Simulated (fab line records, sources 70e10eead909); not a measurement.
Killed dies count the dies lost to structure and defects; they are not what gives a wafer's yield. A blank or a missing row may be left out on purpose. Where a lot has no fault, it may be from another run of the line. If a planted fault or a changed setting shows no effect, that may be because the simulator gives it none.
Which tool was responsible? :: flow nand-harc :: 36 wafers from 12 lots sampled at 3 of the route's 1159 steps

## WHAT THE GAUGES READ, wafer by wafer
NHARC_A_BLC_INSPECT_28.
lot: L077
measured: day 17 18:11
on: defect-inspect-01
raw-defect-count: 430 417 377

lot: L076
measured: day 18 01:32
on: defect-inspect-02
raw-defect-count: 275 350 300

lot: L080
measured: day 18 18:29
on: defect-inspect-02
raw-defect-count: 339 388 354

lot: L081
measured: day 19 05:40
on: defect-inspect-02
raw-defect-count: 600 377 422

lot: L083
measured: day 19 16:49
on: defect-inspect-01
raw-defect-count: 412 338 396

lot: L084
measured: day 20 02:02
on: defect-inspect-02
raw-defect-count: 491 454 442

lot: L085
measured: day 20 13:45
on: defect-inspect-02
raw-defect-count: 359 348 283

lot: L089
measured: day 21 13:32
on: defect-inspect-01
raw-defect-count: 421 458 465

lot: L093
measured: day 22 03:24
on: defect-inspect-01
raw-defect-count: 399 633 756

lot: L091
measured: day 22 09:39
on: defect-inspect-01
raw-defect-count: 465 399 652

lot: L095
measured: day 23 04:17
on: defect-inspect-01
raw-defect-count: 421 484 319

lot: L097
measured: day 23 07:51
on: defect-inspect-02
raw-defect-count: 296 312 551

## WHICH TOOL RAN EACH LOT (tool, then ch and the chambers of the sampled wafers, then the start)
lot: L077
NHARC_A_CONTACT_CMP_20: cmp-03 ch 1,2, day 17 13:27
NHARC_A_BLC_CMP_25: cmp-02 ch 0,2,3, day 17 17:50

lot: L076
NHARC_A_CONTACT_CMP_20: cmp-03 ch 1,2,3, day 17 18:25
NHARC_A_BLC_CMP_25: cmp-02 ch 0,1,3, day 18 01:08

lot: L080
NHARC_A_CONTACT_CMP_20: cmp-04 ch 1,2,3, day 18 10:41
NHARC_A_BLC_CMP_25: cmp-01 ch 1,2,3, day 18 18:04

lot: L081
NHARC_A_CONTACT_CMP_20: cmp-04 ch 2,3, day 18 19:17
NHARC_A_BLC_CMP_25: cmp-01 ch 0,2,3, day 19 05:19

lot: L083
NHARC_A_CONTACT_CMP_20: cmp-04 ch 0,1, day 19 12:40
NHARC_A_BLC_CMP_25: cmp-01 ch 0,1, day 19 16:23

lot: L084
NHARC_A_CONTACT_CMP_20: cmp-03 ch 0,3, day 19 20:56
NHARC_A_BLC_CMP_25: cmp-03 ch 2,3, day 20 01:38

lot: L085
NHARC_A_CONTACT_CMP_20: cmp-02 ch 0,2,3, day 20 07:35
NHARC_A_BLC_CMP_25: cmp-03 ch 1,2,3, day 20 13:22

lot: L089
NHARC_A_CONTACT_CMP_20: cmp-02 ch 0,1,2, day 21 05:17
NHARC_A_BLC_CMP_25: cmp-02 ch 2,3, day 21 13:08

lot: L093
NHARC_A_CONTACT_CMP_20: cmp-03 ch 1,2,3, day 21 17:56
NHARC_A_BLC_CMP_25: cmp-03 ch 0,1, day 22 02:59

lot: L091
NHARC_A_CONTACT_CMP_20: cmp-04 ch 0,2,3, day 22 02:35
NHARC_A_BLC_CMP_25: cmp-02 ch 0,2,3, day 22 09:13

lot: L095
NHARC_A_CONTACT_CMP_20: cmp-03 ch 1,2, day 22 19:43
NHARC_A_BLC_CMP_25: cmp-01 ch 0,1,3, day 23 03:57

lot: L097
NHARC_A_CONTACT_CMP_20: cmp-04 ch 1,2,3, day 23 02:31
NHARC_A_BLC_CMP_25: cmp-01 ch 0,2,3, day 23 07:26
- NHARC_A_CONTACT_CMP_20: polishes, t overpolish 30 s, target thk 300 nm.
- NHARC_A_BLC_CMP_25: polishes, t overpolish 30 s, target thk 150 nm.

## THE ANSWER, worked out from the rows above alone
Rule: usual is defined by the lots themselves. The widest of any qualifying gaps counts: lots, ordered by their means at a reading, are off when they make up no more than a third of the lots, leave a main group of 4 or more, and stand apart from it by 3 or more times the standard deviation of that group's means. A main group is skipped when, at the precision printed for the reading in the tables above, its means are all equal. Also off: a lot with no number at a reading for which 4 or more lots have one. Where the step has rows for the other lots, those lots are counted as sound.
No lot is off at any reading shown: from this, nothing can be told.

## WHAT THE SIMULATOR HAD INSERTED
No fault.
